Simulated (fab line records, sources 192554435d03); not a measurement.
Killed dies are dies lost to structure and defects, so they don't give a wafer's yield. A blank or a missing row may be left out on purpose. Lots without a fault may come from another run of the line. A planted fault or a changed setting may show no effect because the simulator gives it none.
Which tool did it? | flow n5_finfet | 11 lots, 33 wafers sampled, at 5 steps of a route of 1938

WHAT THE GAUGES READ, wafer by wafer
N5_BEOL_M11_INSPECT_58: inspects for defects (darkfield).
lot  | measured     | on                | raw_defect_count
L342 | day 10 13:08 | defect_inspect-02 | 78 64 107
L343 | day 10 22:30 | defect_inspect-01 | 51 79 59
L344 | day 11 08:16 | defect_inspect-02 | 77 46 73
L346 | day 12 06:33 | defect_inspect-02 | 91 66 66
L349 | day 12 09:54 | defect_inspect-02 | 80 76 34
L350 | day 12 20:01 | defect_inspect-01 | 107 124 57
L358 | day 14 15:30 | defect_inspect-02 | 43 77 81
L360 | day 15 09:59 | defect_inspect-01 | 63 48 51
L362 | day 15 22:58 | defect_inspect-02 | 84 73 80
L363 | day 16 09:59 | defect_inspect-02 | 110 119 133
L364 | day 16 10:25 | defect_inspect-01 | 62 85 70

N5_BEOL_M12_CD_MEAS_17: target cd 140 nm.
lot  | measured     | on        | cd_nm (nm)
L342 | day 10 14:13 | cd_sem-03 | 140.7 139.9 141.6
L343 | day 10 23:58 | cd_sem-01 | 138.8 137.5 137.3
L344 | day 11 09:29 | cd_sem-01 | 139.7 140.3 140.2
L346 | day 12 07:36 | cd_sem-02 | 138.7 139.2 141.0
L349 | day 12 10:58 | cd_sem-01 | 139.1 141.8 141.3
L350 | day 12 21:11 | cd_sem-03 | 141.6 140.7 142.7
L358 | day 14 16:41 | cd_sem-02 | 139.5 140.4 140.2
L360 | day 15 11:14 | cd_sem-02 | 141.7 140.2 143.5
L362 | day 16 00:05 | cd_sem-02 | 139.5 141.8 139.3
L363 | day 16 11:03 | cd_sem-03 | 138.7 143.6 142.1
L364 | day 16 11:28 | cd_sem-01 | 139.3 138.8 138.3

N5_BEOL_M12_OVL_MEAS_29.
lot  | measured     | on         | M12_OVL (nm)
L342 | day 10 14:34 | overlay-02 | 0 -8 -7
L343 | day 11 00:20 | overlay-02 | -1 2 -10
L344 | day 11 09:58 | overlay-02 | -4 -6 -1
L346 | day 12 08:05 | overlay-02 | 9 -5 8
L349 | day 12 11:19 | overlay-02 | 5 2 5
L350 | day 12 21:40 | overlay-02 | -8 -10 -8
L358 | day 14 17:10 | overlay-01 | -4 8 4
L360 | day 15 11:35 | overlay-02 | 0 -1 -6
L362 | day 16 00:34 | overlay-02 | 5 6 3
L363 | day 16 11:32 | overlay-02 | 1 1 -3
L364 | day 16 11:56 | overlay-02 | -6 4 2

WHICH TOOL RAN EACH LOT (tool, then ch and the chambers of the sampled wafers, then the start)
lot  | N5_BEOL_M12_STRIP_63                 | N5_BEOL_M12_STRIP_64
L342 | plasma_asher-01 ch 0,1, day 10 14:00 | plasma_asher-01 ch 0,1, day 10 14:04
L343 | plasma_asher-02 ch 0,1, day 10 23:44 | plasma_asher-02 ch 0,1, day 10 23:47
L344 | plasma_asher-02 ch 0,1, day 11 09:18 | plasma_asher-02 ch 0,1, day 11 09:22
L346 | plasma_asher-01 ch 0,1, day 12 07:25 | plasma_asher-01 ch 0,1, day 12 07:28
L349 | plasma_asher-01 ch 0,1, day 12 10:46 | plasma_asher-01 ch 0,1, day 12 10:50
L350 | plasma_asher-01 ch 0,1, day 12 20:58 | plasma_asher-01 ch 0,1, day 12 21:02
L358 | plasma_asher-01 ch 0,1, day 14 16:29 | plasma_asher-01 ch 0,1, day 14 16:32
L360 | plasma_asher-02 ch 0,1, day 15 11:03 | plasma_asher-02 ch 0,1, day 15 11:07
L362 | plasma_asher-01 ch 0,1, day 15 23:53 | plasma_asher-01 ch 0,1, day 15 23:56
L363 | plasma_asher-01 ch 0,1, day 16 10:50 | plasma_asher-01 ch 0,1, day 16 10:54
L364 | plasma_asher-02 ch 0,1, day 16 11:15 | plasma_asher-02 ch 0,1, day 16 11:19
- N5_BEOL_M12_STRIP_63: strips in N2/H2.
- N5_BEOL_M12_STRIP_64: strips in N2/H2.

WHAT THE TOOLS THEMSELVES READ (means of the sampled wafers that have a number; where no wafer has one, the mark that the record gives instead)
N5_BEOL_M12_STRIP_63.
lot  | tool            | chamber_pressure_mTorr (mTorr) | drypump_motor_current_A (A) | heater_power_w (W) | oes_product_au (a.u.) | strip_time_to_endpoint_s (s)
L342 | plasma_asher-01 | 999.4                          | 6.1                         | 345                | 0.697                 | 43.8
L343 | plasma_asher-02 | 1000.3                         | 5.4                         | 316                | 0.693                 | 43.4
L344 | plasma_asher-02 | 1000.5                         | 5.3                         | 309                | 0.692                 | 42.7
L346 | plasma_asher-01 | -                              | -                           | -                  | -                     | -
L349 | plasma_asher-01 | -                              | -                           | -                  | -                     | -
L350 | plasma_asher-01 | 999.9                          | 5.8                         | 367                | 0.690                 | 42.3
L358 | plasma_asher-01 | 999.3                          | 6.1                         | 346                | 0.693                 | 42.5
L360 | plasma_asher-02 | 1000.6                         | 5.3                         | 306                | 0.692                 | 43.3
L362 | plasma_asher-01 | 999.5                          | 6.1                         | 336                | 0.693                 | 43.7
L363 | plasma_asher-01 | 999.7                          | 6.1                         | 346                | 0.700                 | 42.7
L364 | plasma_asher-02 | 999.7                          | 5.4                         | 320                | 0.698                 | 43.1

N5_BEOL_M12_STRIP_64.
lot  | tool            | drypump_motor_current_A (A) | h2_flow_sccm (sccm) | heater_power_w (W) | oes_product_au (a.u.) | strip_time_to_endpoint_s (s)
L342 | plasma_asher-01 | 6.1                         | 3247                | 342                | 0.717                 | 31.37
L343 | plasma_asher-02 | 5.3                         | 3255                | 325                | 0.715                 | 31.31
L344 | plasma_asher-02 | 5.3                         | 3261                | 304                | 0.713                 | 31.22
L346 | plasma_asher-01 | 5.8                         | 3245                | 360                | 0.804                 | 65.24
L349 | plasma_asher-01 | 6.1                         | 3258                | 341                | 0.807                 | 65.18
L350 | plasma_asher-01 | 5.8                         | 3239                | 364                | 0.715                 | 31.33
L358 | plasma_asher-01 | 6.1                         | 3252                | 350                | 0.714                 | 31.31
L360 | plasma_asher-02 | 5.3                         | 3251                | 307                | 0.716                 | 31.29
L362 | plasma_asher-01 | 6.1                         | 3247                | 344                | 0.710                 | 31.35
L363 | plasma_asher-01 | 6.1                         | 3248                | 342                | 0.718                 | 31.33
L364 | plasma_asher-02 | 5.3                         | 3251                | 325                | 0.716                 | 31.35

THE ANSWER, worked out from the rows above alone
Rule: what is usual is taken from the lots themselves. Put in order of their means at a reading, lots are off if they are a third of the lots or fewer, leave a main group of 4 or more, and stand apart from it by a gap of 3 or more times the standard deviation of the main group's means; of several such gaps the widest counts. A main group whose means are all the same, to the digits that the tables above print for the reading, isn't used. A lot without any number at a reading at which 4 lots or more have one is off too. The other lots that the step has rows for count as sound. The gauges are gone through in route order, then the tools' own readings, and for those a lot's mean is taken as printed above. The first step at which some lot is off is used, and at that step the reading that is off furthest; a lot without a number counts as furthest.
Off: L346, L349, at N5_BEOL_M12_STRIP_63 (chamber_pressure_mTorr). Without a number there: L346, L349. The main group: mean 999.9 mTorr, standard deviation 0.45.
A tool fits if, at that step or a process step before it, it ran every lot that is off, and no sound lot after the first of them. None of those tried fits.

WHAT THE SIMULATOR HAD PUT IN
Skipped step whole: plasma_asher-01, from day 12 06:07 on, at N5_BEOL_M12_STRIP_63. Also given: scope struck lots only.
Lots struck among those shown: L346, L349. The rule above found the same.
